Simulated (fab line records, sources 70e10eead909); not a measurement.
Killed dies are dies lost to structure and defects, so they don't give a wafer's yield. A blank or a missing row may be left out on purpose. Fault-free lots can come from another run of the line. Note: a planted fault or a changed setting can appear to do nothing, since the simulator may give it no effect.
Matching of chambers || flow nandHarc || 4 sister chambers for NHARC_A_CHANNEL_HOLE_D1_ETCH_44 on rieDiel-09
The step etches the open film in CF4/O2, target depth 140 nm, overetch 14 nm, time 77 s. 22 wafers are shown with their chamber, then 11 later ones without.

## WAFERS WITH THEIR CHAMBER
{"wafer": "L509.2", "chamber": 3, "drypumpMotorCurrentA (A)": 6.8, "oesProductAu (a.u.)": 1.004, "rfVppV (V)": 196.9}
{"wafer": "L509.4", "chamber": 2, "drypumpMotorCurrentA (A)": 5.8, "oesProductAu (a.u.)": 0.986, "rfVppV (V)": 200.5}
{"wafer": "L509.5", "chamber": 2, "drypumpMotorCurrentA (A)": 5.8, "oesProductAu (a.u.)": 0.994, "rfVppV (V)": 199.9}
{"wafer": "L511.1", "chamber": 3, "drypumpMotorCurrentA (A)": 6.8, "oesProductAu (a.u.)": 1.007, "rfVppV (V)": 196.8}
{"wafer": "L511.4", "chamber": 2, "drypumpMotorCurrentA (A)": 5.8, "oesProductAu (a.u.)": 0.984, "rfVppV (V)": 199.0}
{"wafer": "L511.6", "chamber": 2, "drypumpMotorCurrentA (A)": 5.8, "oesProductAu (a.u.)": 0.976, "rfVppV (V)": 198.1}
{"wafer": "L512.2", "chamber": 2, "drypumpMotorCurrentA (A)": 5.8, "oesProductAu (a.u.)": 0.980, "rfVppV (V)": 199.8}
{"wafer": "L512.3", "chamber": 3, "drypumpMotorCurrentA (A)": 6.8, "oesProductAu (a.u.)": 1.008, "rfVppV (V)": 198.6}
{"wafer": "L512.6", "chamber": 0, "drypumpMotorCurrentA (A)": 6.0, "oesProductAu (a.u.)": 0.994, "rfVppV (V)": 198.2}
{"wafer": "L510.3", "chamber": 0, "drypumpMotorCurrentA (A)": 6.1, "oesProductAu (a.u.)": 1.014, "rfVppV (V)": 199.1}
{"wafer": "L510.4", "chamber": 3, "drypumpMotorCurrentA (A)": 6.8, "oesProductAu (a.u.)": 1.009, "rfVppV (V)": 198.3}
{"wafer": "L510.5", "chamber": 3, "drypumpMotorCurrentA (A)": 6.8, "oesProductAu (a.u.)": 1.006, "rfVppV (V)": 198.1}
{"wafer": "L513.1", "chamber": 1, "drypumpMotorCurrentA (A)": 6.2, "oesProductAu (a.u.)": 0.981, "rfVppV (V)": 198.4}
{"wafer": "L513.3", "chamber": 3, "drypumpMotorCurrentA (A)": 6.8, "oesProductAu (a.u.)": 0.992, "rfVppV (V)": 198.2}
{"wafer": "L513.5", "chamber": 0, "drypumpMotorCurrentA (A)": 6.1, "oesProductAu (a.u.)": 0.997, "rfVppV (V)": 198.3}
{"wafer": "L516.1", "chamber": 0, "drypumpMotorCurrentA (A)": 6.1, "oesProductAu (a.u.)": 0.992, "rfVppV (V)": 198.0}
{"wafer": "L516.2", "chamber": 2, "drypumpMotorCurrentA (A)": 5.8, "oesProductAu (a.u.)": 0.980, "rfVppV (V)": 200.7}
{"wafer": "L516.6", "chamber": 1, "drypumpMotorCurrentA (A)": 6.2, "oesProductAu (a.u.)": 0.975, "rfVppV (V)": 197.9}
{"wafer": "L518.1", "chamber": 3, "drypumpMotorCurrentA (A)": 6.8, "oesProductAu (a.u.)": 0.995, "rfVppV (V)": 197.1}
{"wafer": "L518.3", "chamber": 0, "drypumpMotorCurrentA (A)": 6.1, "oesProductAu (a.u.)": 0.979, "rfVppV (V)": 197.9}
{"wafer": "L518.6", "chamber": 2, "drypumpMotorCurrentA (A)": 5.8, "oesProductAu (a.u.)": 0.983, "rfVppV (V)": 200.0}
{"wafer": "L520.1", "chamber": 0, "drypumpMotorCurrentA (A)": 6.0, "oesProductAu (a.u.)": 0.998, "rfVppV (V)": 200.3}

SIGNATURES (averages over the wafers above)
{"reading": "drypumpMotorCurrentA", "chamber 0": 6.067, "chamber 1": 6.200, "chamber 2": 5.800, "chamber 3": 6.800, "scatter within a chamber": 0.0272}
{"reading": "oesProductAu", "chamber 0": 0.99567, "chamber 1": 0.97800, "chamber 2": 0.98329, "chamber 3": 1.00300, "scatter within a chamber": 0.0079}
{"reading": "rfVppV", "chamber 0": 198.633, "chamber 1": 198.150, "chamber 2": 199.714, "chamber 3": 197.714, "scatter within a chamber": 0.836}
Rule: a wafer's distance from a chamber is the root of the sum, over the readings, of the square of ((its reading less the chamber's mean) divided by the reading's scatter). If the next closest chamber is less than 2 further off than the closest, the wafer can't be placed; otherwise it belongs to the closest. The scatter is the square root of a quotient: the sum, over the shown wafers, of each reading's squared deviation from its chamber's mean, divided by wafers minus chambers.

## WAFERS WITHOUT THEIR CHAMBER
{"wafer": "L520.2", "drypumpMotorCurrentA (A)": 5.7, "oesProductAu (a.u.)": 0.986, "rfVppV (V)": 200.4}
{"wafer": "L520.3", "drypumpMotorCurrentA (A)": 6.8, "oesProductAu (a.u.)": 0.999, "rfVppV (V)": 197.2}
{"wafer": "L523.3", "drypumpMotorCurrentA (A)": 6.0, "oesProductAu (a.u.)": 0.997, "rfVppV (V)": 197.2}
{"wafer": "L523.4", "drypumpMotorCurrentA (A)": 5.7, "oesProductAu (a.u.)": 1.007, "rfVppV (V)": 200.6}
{"wafer": "L523.6", "drypumpMotorCurrentA (A)": 6.2, "oesProductAu (a.u.)": 0.980, "rfVppV (V)": 199.6}
{"wafer": "L524.1", "drypumpMotorCurrentA (A)": 6.1, "oesProductAu (a.u.)": 0.991, "rfVppV (V)": 197.8}
{"wafer": "L524.5", "drypumpMotorCurrentA (A)": 6.8, "oesProductAu (a.u.)": 0.994, "rfVppV (V)": 197.7}
{"wafer": "L524.6", "drypumpMotorCurrentA (A)": 6.1, "oesProductAu (a.u.)": 0.998, "rfVppV (V)": 197.8}
{"wafer": "L530.1", "drypumpMotorCurrentA (A)": 6.8, "oesProductAu (a.u.)": 1.002, "rfVppV (V)": 198.2}
{"wafer": "L530.2", "drypumpMotorCurrentA (A)": 6.2, "oesProductAu (a.u.)": 0.973, "rfVppV (V)": 200.6}
{"wafer": "L530.3", "drypumpMotorCurrentA (A)": 5.7, "oesProductAu (a.u.)": 0.998, "rfVppV (V)": 198.8}

## WHICH CHAMBER EACH WENT THROUGH
{"wafer": "L520.2", "from the rows above": 2, "in truth": 2}
{"wafer": "L520.3", "from the rows above": 3, "in truth": 3}
{"wafer": "L523.3", "from the rows above": 0, "in truth": 0}
{"wafer": "L523.4", "from the rows above": 2, "in truth": 2}
{"wafer": "L523.6", "from the rows above": 1, "in truth": 1}
{"wafer": "L524.1", "from the rows above": 0, "in truth": 0}
{"wafer": "L524.5", "from the rows above": 3, "in truth": 3}
{"wafer": "L524.6", "from the rows above": 0, "in truth": 0}
{"wafer": "L530.1", "from the rows above": 3, "in truth": 3}
{"wafer": "L530.2", "from the rows above": 1, "in truth": 1}
{"wafer": "L530.3", "from the rows above": 2, "in truth": 2}
11 of 11 placed correctly. Left unplaced by these rows: 0. Wrongly placed: 0.
